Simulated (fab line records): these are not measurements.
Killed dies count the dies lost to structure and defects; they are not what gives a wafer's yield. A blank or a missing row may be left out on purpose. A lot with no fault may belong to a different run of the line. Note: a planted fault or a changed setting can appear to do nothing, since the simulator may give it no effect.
Split-lot experiment || flow n5Finfet || 21 wafers read across 7 lots, on a route 1938 steps long

SPLIT DETAILS
At N5_BEOL_M4_COAT_05 (resist thk 30 nm), the setting spinRpm was moved away from the recipe's 1500 rpm on 8 of the 21 wafers read, by -11.3% to +6.8%. This setting was run at the recipe's value on the other wafers.

FROM THE SPLIT TO THE READING: what the file shows between them, 6 steps
- N5_BEOL_M4_EBR_07
- N5_BEOL_M4_SOFTBAKE_06: time 60 s
- N5_BEOL_M4_EXPOSE_08: exposes mask M4
- N5_BEOL_M4_PEB_09: peb time 60 s
- N5_BEOL_M4_DEVELOP_10: develop time 30 s
- N5_BEOL_M4_DESCUM_16: chemistry O2, time 7 s

THE READING
CAR-EUV_of_BEOL_M4_COAT_05.thkNm (the simulator's own value, which no gauge read), in nm, at N5_BEOL_M4_ETCH_74 (etches underlayer in N2/H2, target depth 6.5 nm, time 5.2 s). There is no usual value for it anywhere in the file. Average 20.3 nm, standard deviation 0.097 nm, over the 13 wafers here run with the recipe.

{"wafer": "L074.1", "tool, chamber at the split": "lithoTrack-02, 0", "spinRpm as run, rpm": 1500, "against the recipe": "recipe", "CAR-EUV_of_BEOL_M4_COAT_05.thkNm, nm": 20.4, "against lot-mates on the recipe": "-"}
{"wafer": "L074.5", "tool, chamber at the split": "lithoTrack-02, 0", "spinRpm as run, rpm": 1500, "against the recipe": "recipe", "CAR-EUV_of_BEOL_M4_COAT_05.thkNm, nm": 20.4, "against lot-mates on the recipe": "-"}
{"wafer": "L074.3", "tool, chamber at the split": "lithoTrack-02, 0", "spinRpm as run, rpm": 1500, "against the recipe": "recipe", "CAR-EUV_of_BEOL_M4_COAT_05.thkNm, nm": 20.2, "against lot-mates on the recipe": "-"}
{"wafer": "L077.1", "tool, chamber at the split": "lithoTrack-01, 0", "spinRpm as run, rpm": 1592, "against the recipe": "+6.1%", "CAR-EUV_of_BEOL_M4_COAT_05.thkNm, nm": 19.4, "against lot-mates on the recipe": -1.0}
{"wafer": "L077.4", "tool, chamber at the split": "lithoTrack-01, 0", "spinRpm as run, rpm": 1592, "against the recipe": "+6.1%", "CAR-EUV_of_BEOL_M4_COAT_05.thkNm, nm": 19.4, "against lot-mates on the recipe": -1.0}
{"wafer": "L077.2", "tool, chamber at the split": "lithoTrack-01, 0", "spinRpm as run, rpm": 1500, "against the recipe": "recipe", "CAR-EUV_of_BEOL_M4_COAT_05.thkNm, nm": 20.4, "against lot-mates on the recipe": "-"}
{"wafer": "L076.1", "tool, chamber at the split": "lithoTrack-02, 0", "spinRpm as run, rpm": 1602, "against the recipe": "+6.8%", "CAR-EUV_of_BEOL_M4_COAT_05.thkNm, nm": 19.4, "against lot-mates on the recipe": "no lot-mate on the recipe"}
{"wafer": "L076.6", "tool, chamber at the split": "lithoTrack-02, 0", "spinRpm as run, rpm": 1602, "against the recipe": "+6.8%", "CAR-EUV_of_BEOL_M4_COAT_05.thkNm, nm": 19.4, "against lot-mates on the recipe": "no lot-mate on the recipe"}
{"wafer": "L076.4", "tool, chamber at the split": "lithoTrack-02, 0", "spinRpm as run, rpm": 1602, "against the recipe": "+6.8%", "CAR-EUV_of_BEOL_M4_COAT_05.thkNm, nm": 19.6, "against lot-mates on the recipe": "no lot-mate on the recipe"}
{"wafer": "L079.1", "tool, chamber at the split": "lithoTrack-02, 0", "spinRpm as run, rpm": 1432, "against the recipe": "-4.5%", "CAR-EUV_of_BEOL_M4_COAT_05.thkNm, nm": 21.2, "against lot-mates on the recipe": "+0.8"}
{"wafer": "L079.2", "tool, chamber at the split": "lithoTrack-02, 0", "spinRpm as run, rpm": 1500, "against the recipe": "recipe", "CAR-EUV_of_BEOL_M4_COAT_05.thkNm, nm": 20.4, "against lot-mates on the recipe": "-"}
{"wafer": "L079.6", "tool, chamber at the split": "lithoTrack-02, 0", "spinRpm as run, rpm": 1500, "against the recipe": "recipe", "CAR-EUV_of_BEOL_M4_COAT_05.thkNm, nm": 20.4, "against lot-mates on the recipe": "-"}
{"wafer": "L083.1", "tool, chamber at the split": "lithoTrack-01, 0", "spinRpm as run, rpm": 1331, "against the recipe": "-11.3%", "CAR-EUV_of_BEOL_M4_COAT_05.thkNm, nm": 22.2, "against lot-mates on the recipe": "+2.0"}
{"wafer": "L083.2", "tool, chamber at the split": "lithoTrack-01, 0", "spinRpm as run, rpm": 1500, "against the recipe": "recipe", "CAR-EUV_of_BEOL_M4_COAT_05.thkNm, nm": 20.2, "against lot-mates on the recipe": "-"}
{"wafer": "L083.5", "tool, chamber at the split": "lithoTrack-01, 0", "spinRpm as run, rpm": 1331, "against the recipe": "-11.3%", "CAR-EUV_of_BEOL_M4_COAT_05.thkNm, nm": 22.4, "against lot-mates on the recipe": "+2.2"}
{"wafer": "L086.2", "tool, chamber at the split": "lithoTrack-05, 0", "spinRpm as run, rpm": 1500, "against the recipe": "recipe", "CAR-EUV_of_BEOL_M4_COAT_05.thkNm, nm": 20.4, "against lot-mates on the recipe": "-"}
{"wafer": "L086.3", "tool, chamber at the split": "lithoTrack-05, 0", "spinRpm as run, rpm": 1500, "against the recipe": "recipe", "CAR-EUV_of_BEOL_M4_COAT_05.thkNm, nm": 20.2, "against lot-mates on the recipe": "-"}
{"wafer": "L086.6", "tool, chamber at the split": "lithoTrack-05, 0", "spinRpm as run, rpm": 1500, "against the recipe": "recipe", "CAR-EUV_of_BEOL_M4_COAT_05.thkNm, nm": 20.2, "against lot-mates on the recipe": "-"}
{"wafer": "L087.1", "tool, chamber at the split": "lithoTrack-01, 0", "spinRpm as run, rpm": 1500, "against the recipe": "recipe", "CAR-EUV_of_BEOL_M4_COAT_05.thkNm, nm": 20.4, "against lot-mates on the recipe": "-"}
{"wafer": "L087.3", "tool, chamber at the split": "lithoTrack-01, 0", "spinRpm as run, rpm": 1500, "against the recipe": "recipe", "CAR-EUV_of_BEOL_M4_COAT_05.thkNm, nm": 20.4, "against lot-mates on the recipe": "-"}
{"wafer": "L087.6", "tool, chamber at the split": "lithoTrack-01, 0", "spinRpm as run, rpm": 1500, "against the recipe": "recipe", "CAR-EUV_of_BEOL_M4_COAT_05.thkNm, nm": 20.2, "against lot-mates on the recipe": "-"}

FIT RESULTS
A straight line over all 21 wafers: CAR-EUV_of_BEOL_M4_COAT_05.thkNm changes by -0.159 nm for each +1% of spinRpm; r = -0.99; the points scatter about the line by 0.13 nm.
The same after taking each lot's own level away (the mean of its wafers on the recipe; 18 wafers): -0.18 nm for each +1%; r = -0.99; scatter 0.089 nm.
According to that fit, moving spinRpm by its largest amount changes the reading by 2 nm.
The span of the lots' own levels, 20.20 to 20.40 nm, comes to 2.1 times the standard deviation stated above.
Thus the slope moves with the lot-to-lot level: the two fits are different.
Check: +2.08 nm against its lot-mates is what the line predicts for one of the wafers moved furthest among these (-11.3%) when that wafer is left out of the fit. It came out at +2 nm against them.

THESE WAFERS: OTHER SPLITS
Note: prior to the reading, these wafers also went through further splits. Each is held against what the fit with the lots' levels taken away leaves over:
{"other split on the same wafers": "N5_BEOL_M1_VIA_ETCH_34 timeS", "wafers away from the commonest value": 9, "r with CAR-EUV_of_BEOL_M4_COAT_05.thkNm (lot level and that fit taken away)": "+0.40"}
{"other split on the same wafers": "N5_BEOL_M2_COAT_62 spinRpm", "wafers away from the commonest value": 5, "r with CAR-EUV_of_BEOL_M4_COAT_05.thkNm (lot level and that fit taken away)": -0.18}
{"other split on the same wafers": "N5_BEOL_M2_ETCH_74 sourceW", "wafers away from the commonest value": 6, "r with CAR-EUV_of_BEOL_M4_COAT_05.thkNm (lot level and that fit taken away)": -0.09}
{"other split on the same wafers": "N5_BEOL_M3_PECVD_72 timeS", "wafers away from the commonest value": 8, "r with CAR-EUV_of_BEOL_M4_COAT_05.thkNm (lot level and that fit taken away)": "+0.05"}
{"other split on the same wafers": "N5_BEOL_M3_COAT_73 spinRpm", "wafers away from the commonest value": 7, "r with CAR-EUV_of_BEOL_M4_COAT_05.thkNm (lot level and that fit taken away)": -0.22}
{"other split on the same wafers": "N5_BEOL_M3_VIA_ETCH_34 timeS", "wafers away from the commonest value": 7, "r with CAR-EUV_of_BEOL_M4_COAT_05.thkNm (lot level and that fit taken away)": "+0.10"}
{"other split on the same wafers": "N5_BEOL_M3_TRENCH_ETCH_37 timeS", "wafers away from the commonest value": 5, "r with CAR-EUV_of_BEOL_M4_COAT_05.thkNm (lot level and that fit taken away)": -0.11}

THE WHOLE CHAIN: every reading that the file lists as answering this split, in the file's order
{"step": "N5_BEOL_M4_COAT_05", "what it does": "resist thk 30 nm", "reading": "CAR-EUV_of_BEOL_M4_COAT_05.thkNm (the simulator's own value, which no gauge read)", "change (the file's fit)": "-0.163 nm for each +1% of the setting", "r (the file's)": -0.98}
{"step": "N5_BEOL_M4_DEVELOP_10", "what it does": "develop time 30 s", "reading": "CAR-EUV_of_BEOL_M4_COAT_05.thkNm (the simulator's own value, which no gauge read)", "change (the file's fit)": "-0.174 nm for each +1% of the setting", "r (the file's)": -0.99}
{"step": "N5_BEOL_M4_ETCH_74", "what it does": "etches underlayer in N2/H2, target depth 6.5 nm, time 5.2 s", "reading": "CAR-EUV_of_BEOL_M4_COAT_05.thkNm (the simulator's own value, which no gauge read)", "change (the file's fit)": "-0.181 nm for each +1% of the setting", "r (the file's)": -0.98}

THE FILE'S OWN FIT
CAR-EUV_of_BEOL_M4_COAT_05.thkNm changes by -0.181 nm for each +1% of spinRpm, r = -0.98.
